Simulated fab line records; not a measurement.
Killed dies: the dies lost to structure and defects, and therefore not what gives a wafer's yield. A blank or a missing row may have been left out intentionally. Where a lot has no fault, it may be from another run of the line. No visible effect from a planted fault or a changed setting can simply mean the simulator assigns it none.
2 desks, one fault | flow n5-finfet | only its own numbers are on each desk; what lay behind them is given at the end

TOOL OWNER'S DESK, rie-diel-02
The tool's own readings at N5_BEOL_M2_TRENCH_ETCH_37 (etches SiOC in C4F6/O2, target depth 55.555 nm, time 29.2 s): means of the sampled wafers that have a number, for each lot that ran on this tool. Any lot whose mean is over 4 standard deviations away from the usual mean is out of limits and marked OUT; that distance is given in the brackets.
Columns: A = drypump-motor-current-A at N5_BEOL_M2_TRENCH_ETCH_37, usual 5.7 A; B = oes-product-au at N5_BEOL_M2_TRENCH_ETCH_37, usual 0.80 a.u.; C = rf-vpp-V at N5_BEOL_M2_TRENCH_ETCH_37, usual 667 V; D = showerhead-plenum-p-Torr at N5_BEOL_M2_TRENCH_ETCH_37, usual 2.89 Torr; E = throttle-valve-pct at N5_BEOL_M2_TRENCH_ETCH_37, usual 20.88 %
lot  | first seen here | A   | B    | C   | D    | E
L375 | day 8 07:15     | 5.7 | 0.90 | 664 | 2.95 | 20.86
L379 | day 9 14:32     | 5.6 | 0.83 | 665 | 2.80 | 20.92
L388 | day 12 18:57    | 5.6 | 0.71 | 663 | 2.79 | 20.94
L393 | day 14 01:46    | 5.6 | 0.70 | 664 | 2.78 | 20.95
This desk's verdict: no lot among the 4 shows anything out of limits.

METROLOGY DESK
Lot by lot, what the gauges showed, no matter which tool ran the lot: averages of those sampled wafers that carry a number. Any lot whose mean is over 4 standard deviations away from the usual mean is out of limits and marked OUT; that distance is given in the brackets. 7 of its 16 readings are shown: the first one out of limits and those lying furthest out on some lot.
Columns: A = trench-depth-nm at N5_BEOL_M2_OCD_MEAS_38, usual 55.2 nm; B = M2_THK at N5_BEOL_M2_THK_MEAS_53, usual 39.3 nm; C = M2_RS at N5_BEOL_M2_RS_MEAS_58, usual 0.675 ohm/sq; D = ION_N at N5_BEOL_M4_RC_MEAS_101, usual 672 uA/um; E = SERP_M2 at N5_BEOL_M4_RC_MEAS_101, usual 193 ohm/um; F = SERP_M2_max_site at N5_BEOL_M4_RC_MEAS_101, usual 206 ohm/um; G = VT_P at N5_BEOL_M4_RC_MEAS_101, usual -249.8 mV
lot  | first seen here | A              | B              | C                | D   | E              | F              | G
L372 | day 6 23:48     | 54.7           | 38.7           | 0.690            | 674 | 201            | 213            | -249.3
L375 | day 7 23:35     | 73.9 (+21) OUT | 57.4 (+18) OUT | 0.482 (-8.8) OUT | 674 | 140 (-4.4) OUT | 147 (-4.2) OUT | -245.9
L379 | day 9 01:55     | 66.6 (+13) OUT | 51.0 (+12) OUT | 0.553 (-5.6) OUT | 667 | 160            | 176            | -252.8
L383 | day 9 13:43     | 55.1           | 38.3           | 0.693            | 666 | 211            | 229            | -250.9
L385 | day 10 01:25    | 54.6           | 37.7           | 0.712            | 670 | 196            | 210            | -245.3
L388 | day 11 01:41    | 53.8           | 37.2           | 0.716            | 688 | 196            | 204            | -247.6
L393 | day 12 11:55    | 54.9           | 39.5           | 0.671            | 674 | 200            | 212            | -249.5
L394 | day 13 14:20    | 55.4           | 40.0           | 0.667            | 674 | 205            | 216            | -247.5
This desk's verdict: out of limits on L375, L379, starting with L375 at day 8 07:25 (trench-depth-nm at N5_BEOL_M2_OCD_MEAS_38). In limits: L372, L383, L385, L388, L393, L394.

TAKEN TOGETHER
At day 8 07:25 the metrology desk could have sounded an alarm, on L375, L379.
The desk of the tool owner found nothing out of limits.
On record at the tool owner's desk: L375, L379, within its limits.
Every lot named ran N5_BEOL_M2_TRENCH_ETCH_37 on rie-diel-02.

WHAT HAD BEEN PUT IN BY THE SIMULATOR
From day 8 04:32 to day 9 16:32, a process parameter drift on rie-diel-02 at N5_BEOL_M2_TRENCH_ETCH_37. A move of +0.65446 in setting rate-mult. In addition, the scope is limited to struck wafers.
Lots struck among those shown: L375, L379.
Hours from the fault's start to each desk's first reading out of limits: the metrology desk, 3.
